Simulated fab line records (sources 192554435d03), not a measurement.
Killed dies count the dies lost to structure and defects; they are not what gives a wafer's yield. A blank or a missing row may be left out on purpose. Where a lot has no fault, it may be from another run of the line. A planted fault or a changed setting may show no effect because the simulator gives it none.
What tool caused it?	flow n5Finfet	12 lots with 36 wafers sampled at 2 steps, on a route of 1938 steps

== WHAT THE GAUGES SHOWED, per wafer ==
N5_BEOL_M12_OVL_MEAS_29.
lot	measured	on	M12_OVL (nm)
L076	day 12 10:37	overlay-02	-10 -10 -7
L077	day 12 18:40	overlay-01	-5 -11 0
L080	day 13 11:32	overlay-02	-5 -10 -11
L081	day 13 18:09	overlay-02	-7 -16 -8
L083	day 14 02:00	overlay-02	-8 -6 0
L087	day 14 19:07	overlay-01	-2 -7 -4
L086	day 15 10:07	overlay-02	-8 0 2
L091	day 15 17:08	overlay-01	-4 -4 -4
L092	day 15 22:03	overlay-01	-2 -5 -8
L093	day 17 05:02	overlay-02	-5 -7 -10
L094	day 17 15:55	overlay-02	-3 -10 -2
L096	day 18 10:38	overlay-01	-12 -10 -8

== WHICH TOOL RAN EACH LOT (tool, then ch and the chambers of the sampled wafers, then the start) ==
lot	N5_BEOL_M11_STRIP_77
L076	rieDiel-01 ch 0,1, day 12 10:37 or earlier
L077	rieDiel-03 ch 1,2,3, day 12 18:40 or earlier
L080	rieDiel-04 ch 2,3, day 13 11:32 or earlier
L081	rieDiel-04 ch 0,1,3, day 13 18:09 or earlier
L083	rieDiel-01 ch 0,1,2, day 14 02:00 or earlier
L087	rieDiel-01 ch 1,2,3, day 14 19:07 or earlier
L086	rieDiel-01 ch 0,2, day 15 10:07 or earlier
L091	rieDiel-01 ch 2,3, day 15 17:08 or earlier
L092	rieDiel-01 ch 0,2,3, day 15 22:03 or earlier
L093	rieDiel-04 ch 1,2, day 17 05:02 or earlier
L094	rieDiel-03 ch 2,3, day 17 15:55 or earlier
L096	rieDiel-04 ch 0,1,2, day 18 10:38 or earlier
- N5_BEOL_M11_STRIP_77: strips in N2/H2, time 10 s.

== THE ANSWER, worked out from the rows above alone ==
Rule: what is usual is taken from the lots themselves. Put in order of their means at a reading, lots are off if they are a third of the lots or fewer, leave a main group of 4 or more, and stand apart from it by a gap of 3 or more times the standard deviation of the main group's means; of several such gaps the widest counts. Not used: any main group whose means are identical at the precision the tables above print for the reading. A lot without any number at a reading at which 4 lots or more have one is off too. Any other lot the step has rows for is counted as sound.
None of the lots is off at any reading shown; this tells nothing.

== WHAT THE SIMULATOR HAD PUT IN ==
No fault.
